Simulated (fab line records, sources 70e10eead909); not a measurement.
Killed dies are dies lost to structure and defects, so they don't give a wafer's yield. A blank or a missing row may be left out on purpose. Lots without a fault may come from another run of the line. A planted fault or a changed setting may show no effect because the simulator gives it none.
fab line records | flow nand_harc | part 1 of 2: steps 1 to 23 of 30
record lots=5 wafers=15 last_day=24
route steps=1159 shown A_STAIRCASE@587
lots that met no fault: from a run of the same line without faults
start_h: hours from the record's first day to the start of the lot's first wafer shown | wait_h: hours since the lot's step before | " the same as in the row above | L1.1+2: a row that stands for several wafers | - no value, or no start given | * or withheld: withheld | < > ~ a bound
route shown NAME@n: a module of which the file shows steps, and the number in the route of the first | usual: mean/standard deviation of fault-free wafers | same: alike in all rows | chamber/n: place in a boat | sites: the reading at each site | _std_site: their standard deviation | _edge_site: outer sites' mean less inner sites' | radius_mm: how far each site lies from the wafer's centre | mask NAME#n: copy n | behind: the tool/chamber that last shaped the wafer | hold: why the lot was held/for how many hours/how that ended | device: the transistor (n, p or np) that didn't switch | end of line: the same wafers' tests at the end of the route | a step without rows: its recipe alone | killed: dies lost to structure and defects at the first sort, not the wafer's yield | map: a wafer's dies, x killed, . not, _ none there
set.NAME: the setting as run; set.NAME@STEP: as run at that earlier step | model.NAME: the simulator's own value behind a step, which no gauge read
lots at some steps of the route; a table a step, a row a wafer
services: from which hour (start_h, from the record's first day; less than 0 if before it) a tool's chamber was out of use, for how many hours, and why
## steps
# step NHARC_A_STAIRCASE_TRIM_193
# recipe time_s=211.2 o2_flow_sccm=500 ar_flow_sccm=0 bias_w=0 chemistry=O2
# usual drypump_motor_current_A=5.68/0.27 oes_product_au=1.001/0.0098 rf_vpp_V=57.6/0.93 showerhead_plenum_p_Torr=3.48/0.14 throttle_valve_pct=17.036/0.0091
# columns lot.wafer tool chamber start_h wait_h drypump_motor_current_A oes_product_au rf_hours_counter_h rf_vpp_V showerhead_plenum_p_Torr throttle_valve_pct
L074.4 rie_diel-02 2 - - 5.90 1.006 30 57.5 3.33 17.030
L074.2 " 1 " " 6.04 0.996 31 58.9 3.50 17.034
L074.5 " 3 " " 5.66 1.006 - 58.3 3.57 17.022
L078.3 rie_diel-05 1 - - 5.73 1.004 31 58.0 3.61 17.044
L078.2 " 2 " " 5.51 1.000 36 58.1 3.58 17.040
L078.5 " 0 " " 5.61 0.984 - 56.6 3.39 17.030
L082.1 rie_diel-11 0 - - 6.14 1.007 26 56.8 3.37 17.035
L082.2 " 2 " " 5.95 1.010 32 57.9 3.37 17.038
L082.5 " 3 " " 5.40 0.995 - 59.4 3.66 17.044
L089.1 rie_diel-05 2 - - 5.50 0.998 63 58.2 3.57 17.046
L089.2 " 3 " " 5.54 0.994 61 58.6 3.65 17.015
L089.5 " 0 " " 5.62 0.991 - 57.6 3.38 17.043
L094.4 rie_diel-02 3 - - 5.68 1.002 7 59.2 3.55 17.034
L094.5 " 1 " " 6.04 0.994 - 57.8 3.47 17.041
L094.6 " 2 " " 5.84 1.004 - 58.1 3.31 17.052
# step NHARC_A_STAIRCASE_ETCH_194
# recipe target_depth_a=1000 time_s=40.5 ion_energy_ev=400 c4f8_flow_sccm=20 o2_flow_sccm=10 ar_flow_sccm=withheld rf_w=600 bias_w=1000 chemistry=C4F8/O2
# usual oes_product_au=0.943/0.011 rf_vpp_V=894/5.2
# columns lot.wafer tool chamber start_h wait_h oes_product_au rf_hours_counter_h rf_vpp_V
L074.2 rie_diel-02 2 - - 0.962 30 887
L074.4 " 0 " " 0.947 34 886
L074.5 " 2 " " 0.947 - 888
L078.3 rie_diel-05 2 - - 0.938 36 899
L078.2 " 3 " " 0.923 34 901
L078.5 " 3 " " 0.927 - 899
L082.2 rie_diel-11 2 - - 0.950 32 889
L082.1 " 3 " " 0.949 27 902
L082.5 " 3 " " 0.930 - 901
L089.1 rie_diel-05 1 - - 0.926 51 898
L089.2 " 2 " " 0.932 63 898
L089.5 " 1 " " 0.928 - 898
L094.4 rie_diel-02 0 - - 0.949 7 907
L094.5 " 1 " " 0.933 - 893
L094.6 " 2 " " 0.944 - 888
# step NHARC_A_STAIRCASE_TRIM_196
# recipe time_s=211.2 o2_flow_sccm=500 ar_flow_sccm=0 bias_w=0 chemistry=O2
# usual drypump_motor_current_A=5.7/0.3 oes_product_au=1.002/0.0097 rf_vpp_V=57.6/0.9 showerhead_plenum_p_Torr=3.46/0.14 throttle_valve_pct=17.037/0.0092
# columns lot.wafer tool chamber start_h wait_h drypump_motor_current_A oes_product_au rf_hours_counter_h rf_vpp_V showerhead_plenum_p_Torr throttle_valve_pct
L074.4 rie_diel-05 3 246.56 0.1 5.5 1.001 29 57.4 3.67 17.031
L074.2 " 0 " " 5.6 1.001 26 56.9 3.39 17.045
L074.5 " 2 " " 5.5 0.998 - 57.1 3.59 17.038
L078.3 rie_diel-05 2 261.64 0.1 5.5 0.991 36 58.4 3.58 17.033
L078.2 " 3 " " 5.5 0.994 35 59.4 3.66 17.030
L078.5 " 3 " " 5.5 0.993 - 57.1 3.66 17.042
L082.2 rie_diel-11 0 289.58 0.1 6.1 1.015 26 57.4 3.37 17.028
L082.1 " 2 " " 6.0 1.005 32 57.0 3.37 17.032
L082.5 " 2 " " 6.0 0.986 - 57.2 3.37 17.038
L089.1 rie_diel-11 2 330.59 0.1 6.0 0.998 47 56.9 3.36 17.041
L089.2 " 1 " " 5.6 1.000 45 55.9 3.32 17.044
L089.5 " 1 " " 5.6 0.996 - 58.2 3.32 17.034
L094.4 rie_diel-02 0 352.69 0.1 5.1 1.015 7 58.3 3.80 17.033
L094.5 " 2 " " 5.8 1.006 - 58.1 3.31 17.043
L094.6 " 3 " " 5.7 1.006 - 58.8 3.55 17.055
# step NHARC_A_STAIRCASE_ETCH_197
# recipe target_depth_a=1000 time_s=40.5 ion_energy_ev=400 c4f8_flow_sccm=20 o2_flow_sccm=10 ar_flow_sccm=withheld rf_w=600 bias_w=1000 chemistry=C4F8/O2
# usual oes_product_au=0.948/0.017 rf_vpp_V=893/5
# columns lot.wafer tool chamber start_h wait_h oes_product_au rf_hours_counter_h rf_vpp_V
L074.2 rie_diel-05 0 - - 0.911 26 889
L074.4 " 3 " " 0.919 30 902
L074.5 " 0 " " 0.920 - 891
L078.3 rie_diel-05 1 - - 0.950 32 898
L078.2 " 3 " " 0.919 35 901
L078.5 " 0 " " 0.937 - 891
L082.1 rie_diel-11 3 - - 0.932 27 901
L082.2 " 2 " " 0.943 32 889
L082.5 " 0 " " 0.943 - 890
L089.2 rie_diel-11 0 - - 0.947 43 890
L089.1 " 1 " " 0.942 45 889
L089.5 " 1 " " 0.938 - 890
L094.4 rie_diel-02 0 - - 0.979 7 905
L094.5 " 2 " " 0.945 - 889
L094.6 " 3 " " 0.954 - 897
# step NHARC_A_STAIRCASE_TRIM_198
# recipe time_s=211.2 o2_flow_sccm=500 ar_flow_sccm=0 bias_w=0 chemistry=O2
# usual drypump_motor_current_A=5.71/0.29 oes_product_au=1.002/0.0099 rf_vpp_V=57.6/0.9 showerhead_plenum_p_Torr=3.46/0.14 throttle_valve_pct=17.038/0.0084
# columns lot.wafer tool chamber start_h wait_h drypump_motor_current_A oes_product_au rf_hours_counter_h rf_vpp_V showerhead_plenum_p_Torr throttle_valve_pct
L074.2 rie_diel-05 2 - - 5.50 1.000 30 57.5 3.59 17.043
L074.4 " 3 " " 5.56 0.997 30 58.2 3.67 17.050
L074.5 " 2 " " 5.50 0.989 - 59.5 3.59 17.037
L078.3 rie_diel-05 0 - - 5.61 0.978 31 57.5 3.39 17.044
L078.2 " 1 " " 5.70 0.993 32 57.7 3.61 17.031
L078.5 " 3 " " 5.56 0.979 - 58.7 3.66 17.042
L082.1 rie_diel-11 3 - - 5.37 0.989 27 58.8 3.66 17.040
L082.2 " 0 " " 6.11 1.006 27 58.2 3.37 17.047
L082.5 " 3 " " 5.37 0.981 - 57.6 3.66 17.042
L089.2 rie_diel-11 0 - - 6.12 1.018 43 57.5 3.37 17.044
L089.1 " 1 " " 5.63 1.002 45 57.1 3.32 17.023
L089.5 " 2 " " 5.95 0.989 - 57.5 3.36 17.045
L094.4 rie_diel-02 0 - - 5.11 1.001 7 59.2 3.80 17.039
L094.6 " 0 " " 5.11 1.013 - 59.4 3.80 17.015
L094.5 " 1 " " 6.01 1.004 - 57.0 3.47 17.027
# step NHARC_A_STAIRCASE_ETCH_199
# recipe target_depth_a=1000 time_s=40.5 ion_energy_ev=400 c4f8_flow_sccm=20 o2_flow_sccm=10 ar_flow_sccm=withheld rf_w=600 bias_w=1000 chemistry=C4F8/O2
# usual oes_product_au=0.943/0.014 rf_vpp_V=893/5.2
# columns lot.wafer tool chamber start_h wait_h oes_product_au rf_hours_counter_h rf_vpp_V
L074.4 rie_diel-05 3 - - 0.938 30 901
L074.2 " 2 " " 0.932 30 898
L074.5 " 3 " " 0.924 - 901
L078.2 rie_diel-05 2 - - 0.918 36 898
L078.3 " 3 " " 0.931 35 900
L078.5 " 2 " " 0.919 - 899
L082.1 rie_diel-11 3 - - 0.940 27 900
L082.2 " 0 " " 0.949 27 889
L082.5 " 0 " " 0.948 - 891
L089.1 rie_diel-11 2 - - 0.934 47 888
L089.2 " 0 " " 0.935 43 890
L089.5 " 1 " " 0.933 - 888
L094.4 rie_diel-02 0 - - 0.962 7 906
L094.6 " 3 " " 0.959 - 896
L094.5 " 0 " " 0.963 - 906
# step NHARC_A_STAIRCASE_TRIM_200
# recipe time_s=211.2 o2_flow_sccm=500 ar_flow_sccm=0 bias_w=0 chemistry=O2
# usual drypump_motor_current_A=5.71/0.29 oes_product_au=1.003/0.011 rf_vpp_V=57.6/0.84 showerhead_plenum_p_Torr=3.47/0.15 throttle_valve_pct=17.035/0.0078
# columns lot.wafer tool chamber start_h wait_h drypump_motor_current_A oes_product_au rf_hours_counter_h rf_vpp_V showerhead_plenum_p_Torr throttle_valve_pct
L074.4 rie_diel-05 2 - - 5.49 0.991 30 56.7 3.59 17.041
L074.2 " 0 " " 5.62 0.986 26 57.9 3.39 17.038
L074.5 " 1 " " 5.72 1.014 - 58.1 3.61 17.035
L078.2 rie_diel-05 2 - - 5.49 1.004 36 56.8 3.58 17.037
L078.3 " 3 " " 5.55 1.013 35 56.4 3.66 17.033
L078.5 " 2 " " 5.50 1.003 - 57.5 3.58 17.035
L082.1 rie_diel-11 2 - - 5.98 1.005 32 57.2 3.37 17.043
L082.2 " 0 " " 6.14 1.012 27 59.7 3.37 17.038
L082.5 " 2 " " 5.97 0.986 - 56.7 3.37 17.037
L089.1 rie_diel-11 1 - - 5.61 0.997 46 57.1 3.32 17.025
L089.2 " 0 " " 6.14 1.006 43 56.9 3.37 17.022
L089.5 " 2 " " 5.97 1.000 - 56.8 3.36 17.042
L094.4 rie_diel-02 1 - - 6.02 0.998 7 57.5 3.47 17.050
L094.6 " 0 " " 5.11 1.017 - 57.9 3.80 17.035
L094.5 " 1 " " 6.00 1.006 - 58.3 3.47 17.037
# step NHARC_A_STAIRCASE_ETCH_201
# recipe target_depth_a=1000 time_s=40.5 ion_energy_ev=400 c4f8_flow_sccm=20 o2_flow_sccm=10 ar_flow_sccm=withheld rf_w=600 bias_w=1000 chemistry=C4F8/O2
# usual oes_product_au=0.943/0.014 rf_vpp_V=893/5.3
# columns lot.wafer tool chamber start_h wait_h oes_product_au rf_hours_counter_h rf_vpp_V
L074.2 rie_diel-05 3 - - 0.941 30 901
L074.4 " 0 " " 0.919 26 891
L074.5 " 3 " " 0.937 - 902
L078.3 rie_diel-05 3 - - 0.939 35 901
L078.2 " 0 " " 0.925 32 892
L078.5 " 2 " " 0.927 - 897
L082.2 rie_diel-11 0 - - 0.953 27 890
L082.1 " 2 " " 0.932 32 890
L082.5 " 0 " " 0.968 - 888
L089.2 rie_diel-11 1 - - 0.930 46 890
L089.1 " 2 " " 0.939 47 890
L089.5 " 0 " " 0.938 - 890
L094.4 rie_diel-02 2 - - 0.956 7 887
L094.5 " 0 " " 0.965 - 905
L094.6 " 1 " " 0.934 - 894
# step NHARC_A_STAIRCASE_TRIM_202
# recipe time_s=211.2 o2_flow_sccm=500 ar_flow_sccm=0 bias_w=0 chemistry=O2
# usual drypump_motor_current_A=5.72/0.3 oes_product_au=1.002/0.011 rf_vpp_V=57.8/0.83 showerhead_plenum_p_Torr=3.46/0.14 throttle_valve_pct=17.036/0.0085
# columns lot.wafer tool chamber start_h wait_h drypump_motor_current_A oes_product_au rf_hours_counter_h rf_vpp_V showerhead_plenum_p_Torr throttle_valve_pct
L074.2 rie_diel-05 2 - - 5.46 0.991 31 57.6 3.59 17.028
L074.4 " 0 " " 5.62 0.984 26 57.5 3.39 17.025
L074.5 " 2 " " 5.49 1.000 - 59.1 3.59 17.044
L078.2 rie_diel-05 1 - - 5.70 0.995 33 57.6 3.61 17.037
L078.3 " 2 " " 5.51 0.986 37 58.5 3.58 17.038
L078.5 " 1 " " 5.72 0.996 - 58.0 3.61 17.048
L082.2 rie_diel-11 0 - - 6.15 0.993 27 58.4 3.37 17.024
L082.1 " 1 " " 5.60 0.973 29 57.5 3.33 17.039
L082.5 " 2 " " 5.97 0.977 - 58.7 3.37 17.027
L089.2 rie_diel-11 2 - - 5.96 0.998 47 59.3 3.36 17.017
L089.1 " 0 " " 6.14 1.012 44 56.3 3.37 17.033
L089.5 " 1 " " 5.63 1.004 - 57.7 3.32 17.024
L094.4 rie_diel-02 0 - - 5.11 1.004 7 57.6 3.80 17.041
L094.6 " 1 " " 6.00 0.995 - 58.1 3.47 17.045
L094.5 " 2 " " 5.79 1.001 - 57.6 3.31 17.040
# step NHARC_A_STAIRCASE_ETCH_203
# recipe target_depth_a=1000 time_s=40.5 ion_energy_ev=400 c4f8_flow_sccm=20 o2_flow_sccm=10 ar_flow_sccm=withheld rf_w=600 bias_w=1000 chemistry=C4F8/O2
# usual oes_product_au=0.943/0.011 rf_vpp_V=893/5.4
# columns lot.wafer tool chamber start_h wait_h oes_product_au rf_hours_counter_h rf_vpp_V
L074.2 rie_diel-05 2 - - 0.929 31 898
L074.4 " 3 " " 0.947 30 900
L074.5 " 1 " " 0.945 - 898
L078.2 rie_diel-05 0 - - 0.921 32 890
L078.3 " 2 " " 0.918 37 898
L078.5 " 1 " " 0.932 - 898
L082.2 rie_diel-11 2 - - 0.929 32 890
L082.1 " 0 " " 0.966 27 891
L082.5 " 2 " " 0.925 - 890
L089.1 rie_diel-11 2 - - 0.930 48 889
L089.2 " 0 " " 0.942 44 890
L089.5 " 0 " " 0.935 - 890
L094.4 rie_diel-02 2 - - 0.946 7 888
L094.6 " 0 " " 0.962 - 907
L094.5 " 1 " " 0.935 - 893
# step NHARC_A_STAIRCASE_STRIP_205
# recipe power_w=1500 temp_c=250 chemistry=O2
# usual drypump_motor_current_A=5.69/0.27 heater_power_w=328/33 rf_refl_power_W=16/9.4
# columns lot.wafer tool chamber start_h wait_h drypump_motor_current_A heater_power_w rf_hours_counter_h rf_refl_power_W
L074.2 plasma_asher-01 0 247.81 0.1 5.69 320 58 -
L074.4 " 1 " " 5.41 305 - -
L074.5 " 1 " " 5.40 319 - -
L078.2 plasma_asher-01 1 264.09 0.2 5.41 312 65 -
L078.3 " 1 " " 5.42 308 - -
L078.5 " 1 " " 5.42 315 - -
L082.1 plasma_asher-01 1 291.31 0.7 5.42 325 3 13
L082.2 " 0 " " 5.69 300 3 8
L082.5 " 0 " " 5.72 301 - 9
L089.1 plasma_asher-01 0 332.11 0.1 5.69 312 22 9
L089.2 " 1 " " 5.44 320 22 14
L089.5 " 1 " " 5.49 323 - 14
L094.4 plasma_asher-01 1 353.86 0.2 5.44 312 - 14
L094.6 " 0 " " 5.71 312 - 9
L094.5 " 1 " " 5.39 319 - 14
# step NHARC_A_STAIRCASE_STRIP_206
# recipe time_s=900 temp_c=130 chemistry=SPM
# usual bath_guard_temp_C=130.1/0.5
# columns lot.wafer tool chamber start_h wait_h bath_guard_temp_C
L074.4 wet_bench-09 6 248.11 0.2 130.7
L074.5 " 1 " " 129.6
L074.2 " 3 " " 130.6
L078.3 wet_bench-09 5 264.42 0.2 131.0
L078.2 " 6 " " 130.9
L078.5 " 7 " " 130.5
L082.5 wet_bench-03 0 291.66 0.1 130.3
L082.2 " 1 " " 129.9
L082.1 " 2 " " 130.4
L089.1 wet_bench-03 7 332.47 0.3 130.6
L089.5 " 2 " " 130.5
L089.2 " 4 " " 131.1
L094.4 wet_bench-07 4 354.08 0.2 130.8
L094.5 " 5 " " 129.8
L094.6 " 7 " " 129.7
# step NHARC_A_STAIRCASE_PRECLEAN_207
# recipe time_s=* temp_c=50 bath_age_min=0 chemistry=SC1
# usual bath_guard_temp_C=50.0/0.48
# columns lot.wafer tool chamber start_h wait_h bath_guard_temp_C
L074.4 wet_bench-09 6 - - 50.5
L074.5 " 1 " " 49.5
L074.2 " 3 " " 50.5
L078.3 wet_bench-09 5 - - 50.9
L078.2 " 6 " " 51.1
L078.5 " 7 " " 50.2
L082.5 wet_bench-03 0 - - 49.9
L082.2 " 1 " " 49.8
L082.1 " 2 " " 50.1
L089.1 wet_bench-03 7 - - 50.1
L089.5 " 2 " " 50.1
L089.2 " 4 " " 50.9
L094.4 wet_bench-07 4 - - 50.6
L094.5 " 5 " " 50.2
L094.6 " 7 " " 49.8
# step NHARC_A_STAIRCASE_SRD_208
# columns lot.wafer tool chamber start_h wait_h
L074.4+5+2 wet_bench-09 6,1,3 - -
L078.3+2+5 wet_bench-09 5,6,7 - -
L082.5+2+1 wet_bench-03 0,1,2 - -
L089.1+5+2 wet_bench-03 7,2,4 - -
L094.4+5+6 wet_bench-07 4,5,7 - -
# step NHARC_A_STAIRCASE_DEHYDRATE_209
# recipe temp_c=150 time_s=120
# columns lot.wafer tool chamber start_h wait_h
L074.2+4+5 litho_track-05 0 248.57 -
L078.2+3+5 litho_track-02 0 264.86 -
L082.1+2+5 litho_track-02 0 292.12 -
L089.1+2+5 litho_track-02 0 332.93 -
L094.4+5+6 litho_track-05 0 354.53 -
# step NHARC_A_STAIRCASE_HMDS_210
# recipe time_s=30
# columns lot.wafer tool chamber start_h wait_h
L074.2+4+5 litho_track-05 0 - -
L078.2+3+5 litho_track-02 0 - -
L082.1+2+5 litho_track-02 0 - -
L089.1+2+5 litho_track-02 0 - -
L094.4+5+6 litho_track-05 0 - -
# step NHARC_A_STAIRCASE_COAT_211
# recipe spin_rpm=1200
# columns lot.wafer tool chamber start_h wait_h
L074.2+4+5 litho_track-05 0 - -
L078.2+3+5 litho_track-02 0 - -
L082.1+2+5 litho_track-02 0 - -
L089.1+2+5 litho_track-02 0 - -
L094.4+5+6 litho_track-05 0 - -
# step NHARC_A_STAIRCASE_SOFTBAKE_212
# recipe temp_c=135 time_s=170
# columns lot.wafer tool chamber start_h wait_h
L074.2+4+5 litho_track-05 0 - -
L078.2+3+5 litho_track-02 0 - -
L082.1+2+5 litho_track-02 0 - -
L089.1+2+5 litho_track-02 0 - -
L094.4+5+6 litho_track-05 0 - -
# step NHARC_A_STAIRCASE_EBR_213
# columns lot.wafer tool chamber start_h wait_h
L074.2+4+5 litho_track-05 0 - -
L078.2+3+5 litho_track-02 0 - -
L082.1+2+5 litho_track-02 0 - -
L089.1+2+5 litho_track-02 0 - -
L094.4+5+6 litho_track-05 0 - -
# step NHARC_A_STAIRCASE_EXPOSE_214
# recipe na=0.5 dose_mj=31.26 mask_id=STAIR_3
# columns lot.wafer tool chamber start_h wait_h mask
L074.2+4+5 krf_scanner-04 0 248.78 - STAIR_3#0
L078.2+3+5 krf_scanner-04 0 265.20 - STAIR_3#0
L082.1+2+5 krf_scanner-04 0 292.46 - STAIR_3#0
L089.1+2+5 krf_scanner-04 0 333.26 - STAIR_3#0
L094.4+5+6 krf_scanner-02 0 354.76 - STAIR_3#0
# step NHARC_A_STAIRCASE_PEB_215
# recipe peb_temp_c=115 peb_time_s=130
# columns lot.wafer tool chamber start_h wait_h
L074.2+4+5 litho_track-05 0 248.84 0.1
L078.2+3+5 litho_track-02 0 265.26 0.1
L082.1+2+5 litho_track-03 0 292.52 0.1
L089.1+2+5 litho_track-05 0 333.33 0.1
L094.4+5+6 litho_track-05 0 354.81 0.0
# step NHARC_A_STAIRCASE_DEVELOP_216
# recipe time_s=140
# columns lot.wafer tool chamber start_h wait_h
L074.2+4+5 litho_track-05 0 - -
L078.2+3+5 litho_track-02 0 - -
L082.1+2+5 litho_track-03 0 - -
L089.1+2+5 litho_track-05 0 - -
L094.4+5+6 litho_track-05 0 - -
# step NHARC_A_STAIRCASE_HARDBAKE_218
# recipe temp_c=120 time_s=140
# columns lot.wafer tool chamber start_h wait_h
L074.2+4+5 litho_track-02 0 249.06 -
L078.2+3+5 litho_track-02 0 265.48 -
L082.1+2+5 litho_track-02 0 292.74 -
L089.1+2+5 litho_track-03 0 333.55 -
L094.4+5+6 litho_track-02 0 355.04 -
